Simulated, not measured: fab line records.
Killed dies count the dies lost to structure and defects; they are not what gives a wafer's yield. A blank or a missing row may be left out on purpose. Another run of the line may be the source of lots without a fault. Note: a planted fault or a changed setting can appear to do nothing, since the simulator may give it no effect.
Matching of chambers    flow n5 finfet    N5_BEOL_M4_CVD_47 on cvd co-01 has 3 sister chambers
The step deposits Co from CCTBA/H2, target thk 3 nm, time 223.8 s. 6 wafers are shown with their chamber, then 8 later ones without.

== WAFERS, EACH WITH ITS CHAMBER ==
wafer   chamber  chamber pressure Torr (Torr)
L406.1  1        30.00
L406.5  1        29.98
L408.2  0        29.97
L408.3  2        29.92
L408.5  2        29.98
L407.3  0        30.08

== WAFERS WITH NO CHAMBER GIVEN ==
wafer   chamber pressure Torr (Torr)
L407.5  29.99
L407.6  30.07
L413.3  29.84
L413.5  30.08
L413.6  29.97
L412.1  30.11
L412.3  29.98
L412.5  29.99

== WHICH CHAMBER EACH WENT THROUGH ==
wafer   from the rows above           in truth
L407.5  can't be placed: 1 or 0 or 2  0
L407.6  can't be placed: 0 or 1 or 2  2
L413.3  can't be placed: 2 or 1 or 0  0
L413.5  can't be placed: 0 or 1 or 2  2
L413.6  can't be placed: 2 or 1 or 0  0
L412.1  can't be placed: 0 or 1 or 2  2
L412.3  can't be placed: 1 or 2 or 0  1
L412.5  can't be placed: 1 or 0 or 2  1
Placed correctly: 0 of 8. Cannot be placed on the basis of these rows: 8; the candidates contain the true chamber in 8. Number placed wrongly: 0.
How it was worked out, from the rows above alone: a wafer's distance from a chamber is the root of the sum, over the readings, of the square of ((its reading less the chamber's mean) divided by the reading's scatter). If the next closest chamber is less than 2 further off than the closest, the wafer can't be placed; otherwise it belongs to the closest. The mean given for a chamber averages the wafers shown for that chamber. The scatter: take each reading less its chamber's mean, square it, sum over the shown wafers, divide by the number of wafers less the number of chambers, and take the root.
